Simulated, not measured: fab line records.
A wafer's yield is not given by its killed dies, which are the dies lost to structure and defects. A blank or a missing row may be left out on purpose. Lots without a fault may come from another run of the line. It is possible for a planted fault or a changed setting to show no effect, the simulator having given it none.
A lot that was struck, set against a sound lot || flow n5Finfet || 16 steps out of a route of 1938
Sound: these wafers, L928.2, L928.3, L928.6. Wafers L939.1, L939.4, L939.6 were the ones struck. The cause is given at the end.
Order at every step that has rows: each side's tool, ch and its chambers, its first start. Under that, the readings that differ: sound wafers || struck wafers || difference of the means || sigmas: that difference in standard deviations of wafers without a fault.
alike: readings whose means differ by less than 2 such deviations, and words and numbers that are the same on both sides. not compared: withheld readings, readings that some wafer has no value for, bounds like >300 that may hide the same value, and numbers for which the record gives no deviation and whose values overlap.
The two part at a step that has a row with sigmas, a row that says differs or no value, or rows on one side only. When numbers do not overlap yet have no deviation, they are printed without sigmas and do not part them. A reading missing from all wafers of one side parts the sides only when that side holds two or more wafers.

N5_BEOL_M1_OVL_MEAS_12:
  sound on overlay-01 ch 0, day 6 23:46; struck on overlay-02 ch 0, day 10 03:19
  alike: M1_OVL
N5_BEOL_M1_INSPECT_13: inspects for defects (brightfield).
  struck on defectInspect-01, day 10 03:23; sound on defectInspect-02, day 6 23:49
  alike: rawDefectCount
then, 1 step without rows for these wafers: N5_BEOL_M1_DESCUM_16 (chemistry O2, time 7 s).
N5_BEOL_M1_ETCH_74: etches underlayer in N2/H2, target depth 6.5 nm, time 5.2 s.
  sound on rieDiel-03 ch 0,2,3, day 6 23:53; struck on rieDiel-02 ch 0,2, day 10 03:27
  alike: drypumpMotorCurrentA, etchRfOnTimeS, n2FlowSccm, oesProductAu, rfVppV, showerheadPlenumPTorr, throttleValvePct
  not compared: rfHoursCounterH
then, 1 step without rows for these wafers: N5_BEOL_M1_ETCH_63 (etches SiARC in CF4, target depth 15.6 nm, time 26 s).
N5_BEOL_M1_ETCH_64: etches SOC in N2/H2, target depth 75 nm, overetch 15 nm, time 112.5 s.
  sound on rieDiel-03 ch 0,2,3, day 6 23:56; struck on rieDiel-02 ch 0,2, day 10 03:29
  alike: drypumpMotorCurrentA, n2FlowSccm, oesProductAu, rfVppV, showerheadPlenumPTorr, throttleValvePct
  not compared: rfHoursCounterH
then, 2 steps without rows for these wafers: N5_BEOL_M1_STRIP_65 (strips in N2/H2); N5_BEOL_M1_STRIP_75 (strips in N2/H2).
N5_BEOL_M1_STRIP_66: strips in CF4.
  sound on rieDiel-03 ch 0,2,3, day 7 00:03; struck on rieDiel-02 ch 0,2, day 10 03:37
  alike: drypumpMotorCurrentA, oesProductAu, rfVppV, showerheadPlenumPTorr, throttleValvePct
  not compared: rfHoursCounterH
N5_BEOL_M1_HM_OPEN_17: chemistry Cl2/BCl3, target TiN, target depth 20 nm, overetch 6 nm.
  sound on rieMetal-03 ch 0,1, day 7 00:06; struck on rieMetal-01 ch 0, day 10 03:40
  alike: drypumpMotorCurrentA, oesProductAu, throttleValvePct
  not compared: rfHoursCounterH
N5_BEOL_M1_STRIP_19: strips in O2.
  sound on rieDiel-02 ch 1,2,3, day 7 00:13; struck on rieDiel-05 ch 0,3, day 10 03:46
  alike: drypumpMotorCurrentA, oesProductAu, rfVppV, showerheadPlenumPTorr, throttleValvePct
  not compared: rfHoursCounterH
N5_BEOL_M1_CD_MEAS_18: pitch 36 nm, target cd 18 nm.
  struck on cdSem-02, day 10 03:50; sound on cdSem-02, day 7 00:17
  alike: cdNm
N5_BEOL_M1_COAT_67: time 60 s, resist thk 60 nm.
  sound on lithoTrack-05 ch 0, day 7 00:19; struck on lithoTrack-05 ch 0, day 10 03:53
{"reading": "heaterPowerTotalW (W)", "sound": "500.9 498.8 501.5", "struck": "487.7 488.4 489.1", "difference": -12.0, "sigmas": -7}
{"reading": "plateTempC (C)", "sound": "250.12 249.94 249.92", "struck": "244.45 244.45 244.46", "difference": -5.54, "sigmas": -29}
  alike: chillPlateTempC
then, 1 step without rows for these wafers: N5_BEOL_M1_COAT_68 (time 60 s, resist thk 12 nm).
-- the record jumps here: 4 days lie between the struck wafers' starts before and after (it left off in module BEOL_M1 and takes up again in module BEOL_M4, whose first step shown is number 1111 of the route) --
N5_BEOL_M4_RC_MEAS_101:
  sound on prober-01 ch 0, day 10 00:03; struck on prober-01 ch 0, day 13 17:37
{"reading": "ION_P (uA/um)", "sound": "466 474 469", "struck": "450 447 451", "difference": -20, "sigmas": -3}
{"reading": "VT_P (mV)", "sound": "-252 -248 -244", "struck": "-251 -256 -257", "difference": -7, "sigmas": -2}
  alike: DIBL_N, DIBL_P, IOFF_N, IOFF_P, ION_N, SS_N, SS_P, VT_N
-- record jumps: 5 days separate the struck wafers' starts on either side; left off in module BEOL_M4, taken up again in module PASSIVATION, whose first shown step is the route's number 1936 --
N5_PASSIVATION_PROBE_49:
  record: rows for the struck wafers here (prober-01, day 18 08:36), none for the sound ones

== WHERE THEY PART ==
Earliest at N5_BEOL_M1_COAT_67; latest, in this record, at N5_PASSIVATION_PROBE_49.

WHY: whatever the simulator had introduced
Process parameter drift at N5_BEOL_M1_COAT_67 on lithoTrack-05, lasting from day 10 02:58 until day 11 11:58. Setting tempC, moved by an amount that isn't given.
